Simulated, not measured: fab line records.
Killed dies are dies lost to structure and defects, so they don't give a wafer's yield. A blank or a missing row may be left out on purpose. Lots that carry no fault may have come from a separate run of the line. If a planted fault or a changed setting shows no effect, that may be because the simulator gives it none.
Matching of chambers + flow n5 finfet + 4 sister chambers for N5_SD_EPI_P_ETCH_16 on rie diel-03
The step etches SiO2 in CHF3/O2, target depth 5 nm. 8 wafers are shown with their chamber, then 9 later ones without.

WAFERS WITH THEIR CHAMBER
| wafer  | chamber | rf vpp V (V) | throttle valve pct (%) |
|--------|---------|--------------|------------------------|
| L080.4 | 3       | 516          | 19.04                  |
| L082.1 | 3       | 516          | 19.03                  |
| L082.4 | 2       | 525          | 19.12                  |
| L083.1 | 0       | 541          | 18.75                  |
| L083.5 | 1       | 517          | 18.59                  |
| L084.3 | 1       | 517          | 18.60                  |
| L084.4 | 0       | 542          | 18.75                  |
| L084.6 | 2       | 527          | 19.15                  |

WAFERS MISSING THEIR CHAMBER
| wafer  | rf vpp V (V) | throttle valve pct (%) |
|--------|--------------|------------------------|
| L088.1 | 516          | 19.07                  |
| L088.3 | 529          | 19.14                  |
| L088.4 | 541          | 18.78                  |
| L094.3 | 517          | 19.08                  |
| L094.5 | 518          | 18.62                  |
| L094.6 | 526          | 19.15                  |
| L097.1 | 527          | 19.16                  |
| L097.3 | 515          | 18.64                  |
| L097.6 | 517          | 19.09                  |

WHICH CHAMBER EACH WENT THROUGH
| wafer  | from the rows above | in truth |
|--------|---------------------|----------|
| L088.1 | 3                   | 3        |
| L088.3 | 2                   | 2        |
| L088.4 | 0                   | 0        |
| L094.3 | 3                   | 3        |
| L094.5 | 1                   | 1        |
| L094.6 | 2                   | 2        |
| L097.1 | 2                   | 2        |
| L097.3 | 1                   | 1        |
| L097.6 | 3                   | 3        |
9 of 9 placed correctly. From these rows, 0 cannot be placed. Number placed wrongly: 0.
How it was worked out, from the rows above alone: a wafer's distance from a chamber is the root of the sum, over the readings, of the square of ((its reading less the chamber's mean) divided by the reading's scatter). If the next closest chamber is less than 2 further off than the closest, the wafer can't be placed; otherwise it belongs to the closest. A chamber's mean is the mean of its shown wafers. The scatter: take each reading less its chamber's mean, square it, sum over the shown wafers, divide by the number of wafers less the number of chambers, and take the root.
